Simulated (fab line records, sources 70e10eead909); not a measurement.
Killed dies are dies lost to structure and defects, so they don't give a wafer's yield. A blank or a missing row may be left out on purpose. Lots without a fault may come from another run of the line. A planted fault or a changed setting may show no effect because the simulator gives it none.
fab line records | flow nand_harc
record lots=5 wafers=15 last_day=23
route steps=1159 shown THIN_TSV@1109
lots that met no fault: from a run of the same line without faults
start_h: hours from the record's first day to the start of the lot's first wafer shown | wait_h: hours since the lot's step before | " the same as in the row above | L1.1+2: a row that stands for several wafers | - no value, or no start given | * or withheld: withheld | < > ~ a bound
route shown NAME@n: a module of which the file shows steps, and the number in the route of the first | usual: mean/standard deviation of fault-free wafers | same: alike in all rows | chamber/n: place in a boat | sites: the reading at each site | _std_site: their standard deviation | _edge_site: outer sites' mean less inner sites' | radius_mm: how far each site lies from the wafer's centre | mask NAME#n: copy n | behind: the tool/chamber that last shaped the wafer | hold: why the lot was held/for how many hours/how that ended | device: the transistor (n, p or np) that didn't switch | end of line: the same wafers' tests at the end of the route | a step without rows: its recipe alone | killed: dies lost to structure and defects at the first sort, not the wafer's yield | map: a wafer's dies, x killed, . not, _ none there
set.NAME: the setting as run; set.NAME@STEP: as run at that earlier step | model.NAME: the simulator's own value behind a step, which no gauge read
lots at some steps of the route; a table a step, a row a wafer
services: from which hour (start_h, from the record's first day; less than 0 if before it) a tool's chamber was out of use, for how many hours, and why
## steps
# step NHARC_THIN_TSV_HMDS_05
# recipe time_s=30
# same time_s=30
# columns lot.wafer tool chamber start_h wait_h
L075.1+4+5 litho_track-07 0 - -
L076.1+5+6 litho_track-03 0 - -
L083.1+4+5 litho_track-02 0 - -
L088.1+2+6 litho_track-02 0 - -
L095.1+3+5 litho_track-02 0 - -
# step NHARC_THIN_TSV_COAT_06
# recipe spin_rpm=*
# columns lot.wafer tool chamber start_h wait_h
L075.1+4+5 litho_track-07 0 - -
L076.1+5+6 litho_track-03 0 - -
L083.1+4+5 litho_track-02 0 - -
L088.1+2+6 litho_track-02 0 - -
L095.1+3+5 litho_track-02 0 - -
# step NHARC_THIN_TSV_SOFTBAKE_07
# recipe temp_c=122 time_s=95
# same time_s=95
# columns lot.wafer tool chamber start_h wait_h
L075.1+4+5 litho_track-07 0 - -
L076.1+5+6 litho_track-03 0 - -
L083.1+4+5 litho_track-02 0 - -
L088.1+2+6 litho_track-02 0 - -
L095.1+3+5 litho_track-02 0 - -
# step NHARC_THIN_TSV_EBR_08
# columns lot.wafer tool chamber start_h wait_h
L075.1+4+5 litho_track-07 0 - -
L076.1+5+6 litho_track-03 0 - -
L083.1+4+5 litho_track-02 0 - -
L088.1+2+6 litho_track-02 0 - -
L095.1+3+5 litho_track-02 0 - -
# step NHARC_THIN_TSV_EXPOSE_09
# recipe na=0.55 dose_mj=30.7 mask_id=TSV
# usual stage_vel_mm_s=499.99/0.23
# columns lot.wafer tool chamber start_h wait_h mask stage_vel_mm_s
L075.1 krf_scanner-01 0 419.39 - TSV#0 500.00
L075.4 " 0 " " TSV#0 499.86
L075.5 " 0 " " TSV#0 500.08
L076.1 krf_scanner-04 0 438.65 - TSV#0 499.71
L076.5 " 0 " " TSV#0 499.72
L076.6 " 0 " " TSV#0 500.14
L083.1 krf_scanner-04 0 491.58 - TSV#0 500.13
L083.4 " 0 " " TSV#0 499.86
L083.5 " 0 " " TSV#0 500.04
L088.1 krf_scanner-04 0 508.34 - TSV#0 499.90
L088.2 " 0 " " TSV#0 499.75
L088.6 " 0 " " TSV#0 499.94
L095.1 krf_scanner-01 0 541.17 - TSV#0 499.84
L095.3 " 0 " " TSV#0 499.94
L095.5 " 0 " " TSV#0 500.09
# step NHARC_THIN_TSV_PEB_10
# recipe peb_temp_c=118 peb_time_s=85
# columns lot.wafer tool chamber start_h wait_h
L075.1+4+5 litho_track-03 0 419.46 0.1
L076.1+5+6 litho_track-03 0 438.72 0.1
L083.1+4+5 litho_track-03 0 491.65 0.1
L088.1+2+6 litho_track-03 0 508.41 0.1
L095.1+3+5 litho_track-02 0 541.23 0.1
# step NHARC_THIN_TSV_DEVELOP_11
# recipe time_s=70
# same time_s=70
# columns lot.wafer tool chamber start_h wait_h
L075.1+4+5 litho_track-03 0 - -
L076.1+5+6 litho_track-03 0 - -
L083.1+4+5 litho_track-03 0 - -
L088.1+2+6 litho_track-03 0 - -
L095.1+3+5 litho_track-02 0 - -
# step NHARC_THIN_TSV_CD_MEAS_12
# recipe target_cd_nm=1000 landing_energy_ev=500
# usual cd_nm=999.6/2.3
# columns lot.wafer tool chamber start_h wait_h cd_nm
L075.1 cd_sem-01 0 419.55 - 1003.7
L075.4 " 0 " " 1002.9
L075.5 " 0 " " 997.8
L076.1 cd_sem-01 0 438.81 - 1001.4
L076.5 " 0 " " 998.0
L076.6 " 0 " " 999.5
L083.1 cd_sem-03 0 491.74 - 1003.3
L083.4 " 0 " " 1002.6
L083.5 " 0 " " 997.6
L088.1 cd_sem-02 0 508.50 - 1002.0
L088.2 " 0 " " 998.7
L088.6 " 0 " " 1002.6
L095.1 cd_sem-02 0 541.32 - 997.0
L095.3 " 0 " " 996.6
L095.5 " 0 " " 996.5
# step NHARC_THIN_TSV_HARDBAKE_13
# recipe temp_c=125 time_s=80
# same time_s=80
# columns lot.wafer tool chamber start_h wait_h
L075.1+4+5 litho_track-07 0 419.63 -
L076.1+5+6 litho_track-03 0 438.89 -
L083.1+4+5 litho_track-03 0 491.82 -
L088.1+2+6 litho_track-07 0 508.58 -
L095.1+3+5 litho_track-02 0 541.41 -
# step NHARC_THIN_TSV_DESCUM_14
# recipe time_s=3 o2_flow_sccm=200 ar_flow_sccm=0 bias_power_w=0 chemistry=O2
# usual drypump_motor_current_A=5.7/0.36 mfc_ar_sccm=0.003/0.0063 oes_product_au=1.001/0.0096 rf_vpp_V=57.7/0.87 showerhead_plenum_p_Torr=1.88/0.081 throttle_valve_pct=11.312/0.0084
# same time_s=3
# columns lot.wafer tool chamber start_h wait_h drypump_motor_current_A mfc_ar_sccm oes_product_au rf_hours_counter_h rf_vpp_V showerhead_plenum_p_Torr throttle_valve_pct
L075.4 rie_diel-02 0 419.71 - 5.0 0.013 1.007 5 58.4 1.82 11.318
L075.1 " 1 " " 6.1 0 0.971 5 56.5 1.79 11.310
L075.5 " 1 " " 6.1 0 0.982 - 57.4 1.79 11.312
L076.1 rie_diel-10 0 438.99 - 5.7 0 0.998 10 57.7 1.78 11.308
L076.6 " 2 " " 6.3 0 1.003 - 58.5 2.00 11.308
L076.5 " 3 " " 5.8 0 1.001 - 58.8 1.87 11.292
L083.4 rie_diel-10 0 491.91 - 5.7 0 1.009 16 56.1 1.77 11.312
L083.1 " 1 " " 5.7 0.000 1.006 15 58.7 1.86 11.306
L083.5 " 3 " " 5.8 0 1.008 - 57.4 1.87 11.316
L088.1 rie_diel-07 0 508.66 - 5.6 0.013 1.011 6 58.2 1.81 11.306
L088.2 " 1 " " 5.7 0.024 0.990 5 58.1 2.01 11.298
L088.6 " 0 " " 5.7 0.013 1.010 - 57.4 1.81 11.314
L095.1 rie_diel-10 1 541.49 - 5.7 0.000 0.999 0 57.7 1.86 11.317
L095.3 " 3 " " 5.8 0 1.000 0 59.2 1.87 11.308
L095.5 " 1 " " 5.7 0.000 1.001 - 56.2 1.86 11.307
# step NHARC_THIN_TSV_ETCH_44
# recipe target_depth_a=15942 time_s=797.1 cf4_flow_sccm=150 o2_flow_sccm=10 ar_flow_sccm=0 rf_w=300 bias_w=800 chemistry=CF4/O2
# usual drypump_motor_current_A=5.7/0.37 mfc_ar_sccm=0.003/0.0067 oes_product_au=1.001/0.0095 rf_vpp_V=792/4.6 showerhead_plenum_p_Torr=1.80/0.073 throttle_valve_pct=16.914/0.0094
# same time_s=797.1
# columns lot.wafer tool chamber start_h wait_h drypump_motor_current_A mfc_ar_sccm oes_product_au rf_hours_counter_h rf_vpp_V showerhead_plenum_p_Torr throttle_valve_pct
L075.1 rie_diel-02 0 419.80 0.1 5.0 0.013 1.013 5 791 1.75 16.924
L075.4 " 3 " " 5.4 0 1.005 4 793 1.81 16.900
L075.5 " 1 " " 6.1 0 0.977 - 788 1.72 16.908
L076.1 rie_diel-10 2 439.23 0.2 6.4 0 1.008 9 800 1.91 16.912
L076.5 " 3 " " 5.8 0 1.013 - 792 1.80 16.919
L076.6 " 0 " " 5.8 0 1.011 - 787 1.71 16.925
L083.4 rie_diel-10 0 491.98 0.1 5.7 0 1.002 16 787 1.71 16.908
L083.1 " 1 " " 5.8 0.000 1.018 15 792 1.78 16.911
L083.5 " 0 " " 5.8 0 1.003 - 787 1.71 16.916
L088.1 rie_diel-07 1 508.74 0.1 5.6 0.024 0.987 5 799 1.92 16.901
L088.2 " 2 " " 5.6 0 0.992 5 794 1.80 16.920
L088.6 " 1 " " 5.6 0.024 0.988 - 799 1.92 16.910
L095.1 rie_diel-10 3 541.57 0.1 5.8 0 1.004 0 790 1.79 16.912
L095.3 " 1 " " 5.8 0.000 1.001 0 791 1.78 16.926
L095.5 " 0 " " 5.8 0 0.990 - 786 1.71 16.913
# step NHARC_THIN_TSV_ETCH_15
# recipe target_depth_a=30000 bosch_target_overetch_cycles=2 bosch_etch_step_s=2.8 bosch_dep_step_s=1.2 bosch_cycles=14
# usual drypump_motor_current_A=5.48/0.18
# columns lot.wafer tool chamber start_h wait_h drypump_motor_current_A rf_hours_counter_h
L075.1 rie_si-03 3 420.41 - 5.46 0.7
L075.4 " 1 " " 5.20 -
L075.5 " 2 " " 5.66 -
L076.1 rie_si-03 3 439.65 - 5.48 0.9
L076.6 " 2 " " 5.68 -
L076.5 " 3 " " 5.47 -
L083.4 rie_si-02 1 492.56 - 5.32 1.0
L083.1 " 0 " " 5.48 0.8
L083.5 " 1 " " 5.31 -
L088.2 rie_si-05 3 509.32 - 5.42 0.8
L088.1 " 2 " " 5.79 0.8
L088.6 " 3 " " 5.43 -
L095.1 rie_si-03 3 542.16 - 5.48 0.3
L095.3 " 0 " " 5.52 0.3
L095.5 " 3 " " 5.47 -
# step NHARC_THIN_TSV_CD_MEAS_16
# usual cd_nm=999.5/2.4
# columns lot.wafer tool chamber start_h wait_h cd_nm
L075.1 cd_sem-02 - 420.55 0.1 1004.2
L075.4 " - " " 1002.1
L075.5 " - " " 996.5
L076.1 cd_sem-02 - 439.78 0.1 1001.3
L076.5 " - " " 997.3
L076.6 " - " " 1000.9
L083.1 cd_sem-02 - 492.70 0.1 1003.4
L083.4 " - " " 1001.6
L083.5 " - " " 997.7
L088.1 cd_sem-03 - 509.47 0.1 1001.6
L088.2 " - " " 999.1
L088.6 " - " " 1002.5
L095.1 cd_sem-02 - 542.30 0.1 996.3
L095.3 " - " " 996.4
L095.5 " - " " 996.7
# step NHARC_THIN_TSV_STRIP_45
# recipe power_w=1500 temp_c=250 chemistry=O2
# usual drypump_motor_current_A=6.1/0.32 heater_power_w=334/31
# columns lot.wafer tool chamber start_h wait_h drypump_motor_current_A heater_power_w rf_hours_counter_h
L075.1 plasma_asher-02 1 420.67 0.1 6.2 317 19
L075.4 " 1 " " 6.2 312 -
L075.5 " 1 " " 6.3 308 -
L076.1 plasma_asher-02 0 439.86 0.1 5.7 303 24
L076.6 " 0 " " 5.7 302 -
L076.5 " 1 " " 6.2 322 -
L083.1 plasma_asher-02 1 492.91 0.2 6.2 310 44
L083.4 " 0 " " 5.6 295 -
L083.5 " 1 " " 6.2 312 -
L088.2 plasma_asher-01 0 509.55 0.1 6.0 336 16
L088.1 " 1 " " 6.5 390 16
L088.6 " 0 " " 6.0 339 -
L095.1 plasma_asher-01 0 542.64 0.3 6.0 343 28
L095.3 " 0 " " 6.0 347 -
L095.5 " 0 " " 6.0 336 -
# step NHARC_THIN_TSV_STRIP_46
# recipe time_s=1200 temp_c=72.5 chemistry=post_etch_residue_remover
# same time_s=1200
# columns lot.wafer tool chamber start_h wait_h
L075.1+4+5 wet_bench-10 5,7,0 420.98 0.3
L076.6+5+1 wet_bench-10 2,3,5 440.20 0.1
L083.5+1+4 wet_bench-08 5,6,7 493.30 0.1
L088.1+2+6 wet_bench-10 3,4,5 509.92 0.3
L095.3+5+1 wet_bench-08 0,3,4 542.94 0.2
# step NHARC_THIN_TSV_DEP_47
# recipe target_thk_a=2000 temp_c=withheld pressure_torr=6.5 rf_w=900 teos_flow_sccm=161.4 flow_sccm=2650 target_thk_nm=200 gas=O2 material=SiO2
# usual throttle_valve_pct=15.7/0.46
# columns lot.wafer tool chamber start_h wait_h throttle_valve_pct
L075.1 pecvd-02 0 421.51 - 15.0
L075.4 " 1 " " 15.7
L075.5 " 2 " " 15.4
L076.1 pecvd-01 0 440.67 - 15.8
L076.5 " 0 " " 15.9
L076.6 " 1 " " 15.3
L083.1 pecvd-03 2 493.76 - 15.0
L083.4 " 1 " " 15.7
L083.5 " 2 " " 14.9
L088.2 pecvd-01 2 510.35 - 16.0
L088.1 " 0 " " 16.1
L088.6 " 2 " " 15.9
L095.1 pecvd-01 1 543.40 - 15.9
L095.3 " 2 " " 15.8
L095.5 " 0 " " 16.1
# step NHARC_THIN_TSV_ETCHBACK_48
# recipe target_depth_a=10285 over_etch_frac=0.3 time_s=405.17 ion_energy_ev=250 c4f8_flow_sccm=withheld ar_flow_sccm=withheld rf_w=600 bias_w=300 chemistry=C4F8/Ar
# usual oes_product_au=0.944/0.029 rf_vpp_V=545/3.3
# columns lot.wafer tool chamber start_h wait_h oes_product_au rf_hours_counter_h rf_vpp_V
L075.4 rie_diel-02 3 421.89 - 0.995 5 546
L075.1 " 0 " " 0.947 6 543
L075.5 " 1 " " 0.926 - 543
L076.1 rie_diel-07 3 441.10 - 0.915 2 542
L076.6 " 2 " " 0.914 - 545
L076.5 " 3 " " 0.917 - 544
L083.4 rie_diel-10 2 494.12 - 0.936 14 549
L083.1 " 1 " " 0.925 15 546
L083.5 " 2 " " 0.931 - 549
L088.2 rie_diel-10 2 510.76 - 0.938 17 549
L088.1 " 3 " " 0.931 18 545
L088.6 " 2 " " 0.919 - 550
L095.1 rie_diel-02 1 543.80 - 0.927 3 540
L095.3 " 3 " " 0.935 3 546
L095.5 " 1 " " 0.920 - 540
# step NHARC_THIN_TSV_STRIP_62
# recipe power_w=1500 temp_c=250 time_s=20 chemistry=N2/H2
# usual drypump_motor_current_A=6.1/0.32 heater_power_w=340/31
# same time_s=20
# columns lot.wafer tool chamber start_h wait_h drypump_motor_current_A heater_power_w rf_hours_counter_h
L075.1 plasma_asher-01 1 422.18 - 6.5 376 46
L075.4 " 0 " " 6.0 339 -
L075.5 " 0 " " 6.0 340 -
L076.1 plasma_asher-01 1 441.45 - 6.5 383 54
L076.6 " 0 " " 6.0 333 -
L076.5 " 1 " " 6.5 380 -
L083.1 plasma_asher-02 0 494.48 - 5.6 302 44
L083.4 " 1 " " 6.3 311 -
L083.5 " 1 " " 6.2 319 -
L088.1 plasma_asher-02 0 511.12 - 5.6 298 49
L088.2 " 1 " " 6.2 321 49
L088.6 " 1 " " 6.2 315 -
L095.1 plasma_asher-01 1 545.02 - 6.5 381 31
L095.3 " 1 " " 6.5 376 -
L095.5 " 0 " " 6.0 345 -
# step NHARC_THIN_TSV_DEGAS_49
# recipe temp_c=300 time_s=120
# usual heater_power_w=475/38
# same time_s=120
# columns lot.wafer tool chamber start_h wait_h heater_power_w
L075.1 pvd_sputter-02 - 422.36 0.2 499
L075.4 " - " " 456
L075.5 " - " " 514
L076.1 pvd_sputter-01 - 441.60 0.1 409
L076.5 " - " " 413
L076.6 " - " " 443
L083.4 pvd_sputter-01 - 494.66 0.1 440
L083.1 " - " " 459
L083.5 " - " " 430
L088.2 pvd_sputter-03 - 511.29 0.1 559
L088.1 " - " " 443
L088.6 " - " " 552
L095.1 pvd_sputter-03 - 545.19 0.1 446
L095.3 " - " " 533
L095.5 " - " " 436
# step NHARC_THIN_TSV_PRE_CLEAN_50
# recipe time_s=30 temp_c=280 gas=H2/He
# usual heater_power_w=420/34
# same time_s=30
# columns lot.wafer tool chamber start_h wait_h heater_power_w
L075.4 pvd_sputter-02 - - - 413
L075.1 " - " " 404
L075.5 " - " " 434
L076.1 pvd_sputter-01 - - - 391
L076.5 " - " " 450
L076.6 " - " " 366
L083.1 pvd_sputter-01 - - - 386
L083.4 " - " " 404
L083.5 " - " " 465
L088.2 pvd_sputter-03 - - - 484
L088.1 " - " " 392
L088.6 " - " " 385
L095.1 pvd_sputter-03 - - - 490
L095.3 " - " " 386
L095.5 " - " " 394
# step NHARC_THIN_TSV_PVD_19
# recipe target_thk_a=200 chamber_pressure_pa=5 material=TaN
# usual throttle_valve_pct=30.3/1.2
# columns lot.wafer tool chamber start_h wait_h throttle_valve_pct
L075.1 pvd_sputter-02 - - - 29.1
L075.4 " - " " 31.0
L075.5 " - " " 29.0
L076.1 pvd_sputter-01 - - - 32.4
L076.5 " - " " 32.2
L076.6 " - " " 31.6
L083.4 pvd_sputter-01 - - - 30.8
L083.1 " - " " 32.6
L083.5 " - " " 29.2
L088.2 pvd_sputter-03 - - - 29.5
L088.1 " - " " 28.7
L088.6 " - " " 31.4
L095.3 pvd_sputter-03 - - - 31.4
L095.1 " - " " 29.5
L095.5 " - " " 29.5
# step NHARC_THIN_TSV_PVD_51
# recipe target_thk_a=1000 chamber_pressure_pa=5 material=Cu
# usual throttle_valve_pct=30.3/1.2
# columns lot.wafer tool chamber start_h wait_h throttle_valve_pct
L075.4 pvd_sputter-02 - - - 29.0
L075.1 " - " " 28.9
L075.5 " - " " 28.9
L076.1 pvd_sputter-01 - - - 29.5
L076.6 " - " " 32.6
L076.5 " - " " 31.6
L083.1 pvd_sputter-01 - - - 29.7
L083.4 " - " " 31.4
L083.5 " - " " 30.7
L088.1 pvd_sputter-03 - - - 31.4
L088.2 " - " " 28.6
L088.6 " - " " 31.2
L095.3 pvd_sputter-03 - - - 29.4
L095.1 " - " " 31.3
L095.5 " - " " 31.3
# step NHARC_THIN_TSV_ECD_20
# recipe target_thk_a=20000 material=Cu
# columns lot.wafer tool chamber start_h wait_h
L075.1+4+5 ecd_cu-02 1 422.84 -
L076.1+5+6 ecd_cu-01 0,0,1 442.06 -
L083.1+4+5 ecd_cu-01 0 495.21 -
L088.2+1+6 ecd_cu-02 0,1,0 511.75 -
L095.1+3+5 ecd_cu-01 0,0,1 545.65 -
# step NHARC_THIN_TSV_ANNEAL_52
# recipe temp_c=225 time_s=90
# usual wafer_temp_C_max=225.94/0.27
# same time_s=90
# columns lot.wafer tool chamber start_h wait_h wafer_temp_C_max
L075.1 rtp_anneal-01 0 423.61 0.7 225.92
L075.4 " 0 " " 225.79
L075.5 " 0 " " 226.35
L076.1 rtp_anneal-01 0 442.79 0.6 225.64
L076.5 " 0 " " 225.64
L076.6 " 0 " " 225.86
L083.1 rtp_anneal-01 0 495.82 0.5 225.95
L083.4 " 0 " " 226.05
L083.5 " 0 " " 225.98
L088.1 rtp_anneal-01 0 512.47 0.5 225.80
L088.2 " 0 " " 226.13
L088.6 " 0 " " 226.07
L095.1 rtp_anneal-02 0 546.37 0.6 226.02
L095.3 " 0 " " 226.43
L095.5 " 0 " " 226.34
# step NHARC_THIN_TSV_CMP_21
# recipe t_overpolish_s=30 target_thk_nm=2000
# usual motor_current_A=11.8/1.2 overpolish_run_s=30.000/0.009
# columns lot.wafer tool chamber start_h wait_h motor_current_A overpolish_run_s
L075.1 cmp-03 2 423.95 - 10.2 30.008
L075.4 " 3 " " 12.7 30.010
L075.5 " 3 " " 12.0 30.001
L076.1 cmp-02 2 443.23 - 13.9 29.993
L076.6 " 3 " " 10.4 30.013
L076.5 " 0 " " 11.6 30.003
L083.1 cmp-04 1 496.17 - 11.4 30.006
L083.4 " 0 " " 12.0 29.993
L083.5 " 1 " " 11.4 30.000
L088.1 cmp-03 1 512.84 - 13.7 30.010
L088.2 " 2 " " 10.3 29.998
L088.6 " 0 " " 13.2 30.005
L095.1 cmp-04 3 546.74 - 11.0 30.002
L095.3 " 0 " " 11.8 29.989
L095.5 " 3 " " 11.0 29.988
# step NHARC_THIN_TSV_SRD_23
# columns lot.wafer tool chamber start_h wait_h
L075.1+4+5 wet_bench-08 0,2,4 424.31 0.0
L076.6+1+5 wet_bench-10 6,7,0 443.50 0.0
L083.5+1+4 wet_bench-10 6,7,0 496.53 0.0
L088.2+1+6 wet_bench-08 1,2,6 513.17 0.0
L095.1+3+5 wet_bench-10 2,6,7 547.08 0.0
# step NHARC_THIN_TSV_DEGAS_53
# recipe temp_c=300 time_s=60
# usual heater_power_w=476/43
# same time_s=60
# columns lot.wafer tool chamber start_h wait_h heater_power_w
L075.4 pvd_sputter-03 - 424.40 0.1 449
L075.1 " - " " 530
L075.5 " - " " 452
L076.1 pvd_sputter-01 - 443.62 0.1 424
L076.6 " - " " 449
L076.5 " - " " 526
L083.1 pvd_sputter-01 - 496.65 0.1 433
L083.4 " - " " 477
L083.5 " - " " 417
L088.1 pvd_sputter-01 - 513.28 0.1 461
L088.2 " - " " 513
L088.6 " - " " 437
L095.1 pvd_sputter-03 - 547.18 0.1 441
L095.3 " - " " 538
L095.5 " - " " 445
# step NHARC_THIN_TSV_PRE_CLEAN_54
# recipe time_s=30 temp_c=280 gas=H2/He
# usual heater_power_w=421/41
# same time_s=30
# columns lot.wafer tool chamber start_h wait_h heater_power_w
L075.4 pvd_sputter-03 - 424.49 0.1 387
L075.1 " - " " 405
L075.5 " - " " 386
L076.1 pvd_sputter-01 - 443.68 0.1 378
L076.5 " - " " 364
L076.6 " - " " 382
L083.1 pvd_sputter-01 - 496.71 0.1 459
L083.4 " - " " 402
L083.5 " - " " 469
L088.1 pvd_sputter-01 - 513.38 0.1 365
L088.2 " - " " 447
L088.6 " - " " 389
L095.3 pvd_sputter-03 - 547.26 0.1 484
L095.1 " - " " 377
L095.5 " - " " 484
# step NHARC_THIN_TSV_PVD_55
# recipe target_thk_a=500 material=TiN
# columns lot.wafer tool chamber start_h wait_h
L075.4+1+5 pvd_sputter-03 - 424.58 0.1
L076.1+5+6 pvd_sputter-01 - 443.81 0.1
L083.1+4+5 pvd_sputter-01 - 496.81 0.1
L088.1+2+6 pvd_sputter-01 - 513.56 0.2
L095.3+1+5 pvd_sputter-03 - 547.34 0.1
# step NHARC_THIN_TSV_PVD_24
# recipe target_thk_a=8000 power_w=withheld chamber_pressure_pa=withheld substrate_temp_c=withheld time_s=withheld gas=Ar material=Al
# columns lot.wafer tool chamber start_h wait_h
L075.1+4+5 pvd_sputter-03 - 424.82 0.2
L076.1+6+5 pvd_sputter-01 - 444.01 0.2
L083.4+1+5 pvd_sputter-01 - 496.99 0.1
L088.1+2+6 pvd_sputter-01 - 513.79 0.2
L095.1+3+5 pvd_sputter-03 - 547.58 0.2
# step NHARC_THIN_TSV_DEHYDRATE_25
# recipe temp_c=150 time_s=120
# same time_s=120
# columns lot.wafer tool chamber start_h wait_h
L075.1+4+5 litho_track-02 0 425.12 -
L076.1+5+6 litho_track-07 0 444.32 -
L083.1+4+5 litho_track-02 0 497.35 -
L088.1+2+6 litho_track-07 0 514.14 -
L095.1+3+5 litho_track-02 0 547.89 -
# step NHARC_THIN_TSV_HMDS_26
# recipe time_s=30
# same time_s=30
# columns lot.wafer tool chamber start_h wait_h
L075.1+4+5 litho_track-02 0 - -
L076.1+5+6 litho_track-07 0 - -
L083.1+4+5 litho_track-02 0 - -
L088.1+2+6 litho_track-07 0 - -
L095.1+3+5 litho_track-02 0 - -
# step NHARC_THIN_TSV_COAT_27
# recipe spin_rpm=*
# columns lot.wafer tool chamber start_h wait_h
L075.1+4+5 litho_track-02 0 - -
L076.1+5+6 litho_track-07 0 - -
L083.1+4+5 litho_track-02 0 - -
L088.1+2+6 litho_track-07 0 - -
L095.1+3+5 litho_track-02 0 - -
# step NHARC_THIN_TSV_SOFTBAKE_28
# recipe temp_c=122 time_s=95
# same time_s=95
# columns lot.wafer tool chamber start_h wait_h
L075.1+4+5 litho_track-02 0 - -
L076.1+5+6 litho_track-07 0 - -
L083.1+4+5 litho_track-02 0 - -
L088.1+2+6 litho_track-07 0 - -
L095.1+3+5 litho_track-02 0 - -
# step NHARC_THIN_TSV_EBR_29
# columns lot.wafer tool chamber start_h wait_h
L075.1+4+5 litho_track-02 0 - -
L076.1+5+6 litho_track-07 0 - -
L083.1+4+5 litho_track-02 0 - -
L088.1+2+6 litho_track-07 0 - -
L095.1+3+5 litho_track-02 0 - -
# step NHARC_THIN_TSV_EXPOSE_30
# recipe na=0.55 dose_mj=11.47 mask_id=PAD
# usual stage_vel_mm_s=500.03/0.25
# columns lot.wafer tool chamber start_h wait_h mask stage_vel_mm_s
L075.1 krf_scanner-04 0 425.26 - PAD#0 499.89
L075.4 " 0 " " PAD#0 499.97
L075.5 " 0 " " PAD#0 499.70
L076.1 krf_scanner-03 0 444.59 - PAD#0 500.28
L076.5 " 0 " " PAD#0 500.17
L076.6 " 0 " " PAD#0 500.30
L083.1 krf_scanner-01 0 497.62 - PAD#0 499.87
L083.4 " 0 " " PAD#0 500.45
L083.5 " 0 " " PAD#0 500.02
L088.1 krf_scanner-04 0 514.29 - PAD#0 499.80
L088.2 " 0 " " PAD#0 499.89
L088.6 " 0 " " PAD#0 499.87
L095.1 krf_scanner-04 0 548.03 - PAD#0 499.90
L095.3 " 0 " " PAD#0 499.74
L095.5 " 0 " " PAD#0 499.72
# step NHARC_THIN_TSV_PEB_31
# recipe peb_temp_c=118 peb_time_s=85
# columns lot.wafer tool chamber start_h wait_h
L075.1+4+5 litho_track-02 0 425.33 0.1
L076.1+5+6 litho_track-03 0 444.65 0.1
L083.1+4+5 litho_track-02 0 497.69 0.1
L088.1+2+6 litho_track-07 0 514.35 0.1
L095.1+3+5 litho_track-03 0 548.10 0.1
# step NHARC_THIN_TSV_DEVELOP_32
# recipe time_s=70
# same time_s=70
# columns lot.wafer tool chamber start_h wait_h
L075.1+4+5 litho_track-02 0 - -
L076.1+5+6 litho_track-03 0 - -
L083.1+4+5 litho_track-02 0 - -
L088.1+2+6 litho_track-07 0 - -
L095.1+3+5 litho_track-03 0 - -
# step NHARC_THIN_TSV_CD_MEAS_33
# recipe target_cd_nm=5000 landing_energy_ev=500
# usual cd_nm=5000.5/1.7
# columns lot.wafer tool chamber start_h wait_h cd_nm
L075.1 cd_sem-02 0 425.42 - 5002.0
L075.4 " 0 " " 4999.8
L075.5 " 0 " " 5003.3
L076.1 cd_sem-03 0 444.75 - 5000.2
L076.5 " 0 " " 4999.9
L076.6 " 0 " " 5000.5
L083.1 cd_sem-02 0 497.78 - 5000.9
L083.4 " 0 " " 4998.5
L083.5 " 0 " " 5000.0
L088.1 cd_sem-03 0 514.44 - 5000.4
L088.2 " 0 " " 5000.3
L088.6 " 0 " " 5001.4
L095.1 cd_sem-03 0 548.19 - 4999.9
L095.3 " 0 " " 5002.7
L095.5 " 0 " " 5000.3
# step NHARC_THIN_TSV_HARDBAKE_34
# recipe temp_c=125 time_s=80
# same time_s=80
# columns lot.wafer tool chamber start_h wait_h
L075.1+4+5 litho_track-02 0 425.50 -
L076.1+5+6 litho_track-02 0 444.83 -
L083.1+4+5 litho_track-07 0 497.86 -
L088.1+2+6 litho_track-03 0 514.52 -
L095.1+3+5 litho_track-02 0 548.27 -
# step NHARC_THIN_TSV_DESCUM_35
# recipe time_s=3 o2_flow_sccm=200 ar_flow_sccm=0 bias_power_w=0 chemistry=O2
# usual drypump_motor_current_A=5.69/0.28 mfc_ar_sccm=0.006/0.0085 oes_product_au=1.001/0.011 rf_vpp_V=57.6/0.97 showerhead_plenum_p_Torr=1.87/0.08 throttle_valve_pct=11.310/0.0092
# same time_s=3
# columns lot.wafer tool chamber start_h wait_h drypump_motor_current_A mfc_ar_sccm oes_product_au rf_hours_counter_h rf_vpp_V showerhead_plenum_p_Torr throttle_valve_pct
L075.1 rie_diel-07 3 425.58 - 5.92 0 1.002 1 56.4 1.80 11.317
L075.4 " 2 " " 5.59 0 1.010 1 58.4 1.88 11.308
L075.5 " 3 " " 5.91 0 1.004 - 56.5 1.80 11.318
L076.1 rie_diel-02 3 444.92 - 5.44 0 1.008 5 58.9 1.89 11.310
L076.5 " 3 " " 5.43 0 1.018 - 57.9 1.89 11.320
L076.6 " 0 " " 4.97 0.013 1.019 - 57.1 1.82 11.307
L083.4 rie_diel-10 0 497.95 - 5.74 0 1.000 17 58.5 1.77 11.313
L083.1 " 1 " " 5.73 0.000 1.014 16 57.8 1.86 11.302
L083.5 " 3 " " 5.74 0 0.999 - 58.0 1.87 11.303
L088.2 rie_diel-07 0 514.60 - 5.63 0.013 1.014 7 57.0 1.81 11.301
L088.1 " 3 " " 5.89 0 0.996 6 56.1 1.80 11.305
L088.6 " 1 " " 5.64 0.024 0.996 - 58.0 2.01 11.300
L095.3 rie_diel-07 1 548.35 - 5.63 0.024 0.998 8 58.2 2.01 11.314
L095.1 " 2 " " 5.59 0 0.998 8 56.5 1.87 11.304
L095.5 " 1 " " 5.64 0.024 0.990 - 57.2 2.01 11.316
## services
# columns tool chamber start_h hours kind
plasma_asher-01 - 396.17 5.9 repair
krf_scanner-04 - 398.69 0.2 repair
rie_diel-07 - 405.20 9.0 pm
wet_bench-08 - 406.44 8.0 pm
wet_bench-10 - 423.20 8.0 pm
rie_diel-10 - 424.29 0.3 repair
plasma_asher-02 - 433.67 5.8 repair
krf_scanner-04 - 435.20 1.9 repair
plasma_asher-01 - 453.19 9.0 pm
pvd_sputter-01 - 453.74 3.7 repair
pvd_sputter-03 - 458.00 10.0 pm
krf_scanner-04 - 458.09 2.4 repair
krf_scanner-04 - 470.00 4.0 pm
rie_diel-07 - 474.03 0.3 repair
plasma_asher-01 - 489.45 2.0 repair
rie_diel-07 1 496.21 7.8 repair
rie_diel-10 - 500.08 0.4 repair
krf_scanner-04 - 500.66 0.4 repair
rie_diel-02 - 504.71 9.0 pm
pvd_sputter-01 - 514.06 10.0 pm
litho_track-02 - 515.00 7.0 pm
rie_diel-10 - 530.59 9.0 pm
plasma_asher-02 - 537.11 9.0 pm
litho_track-07 - 539.00 7.0 pm
## key
fault none
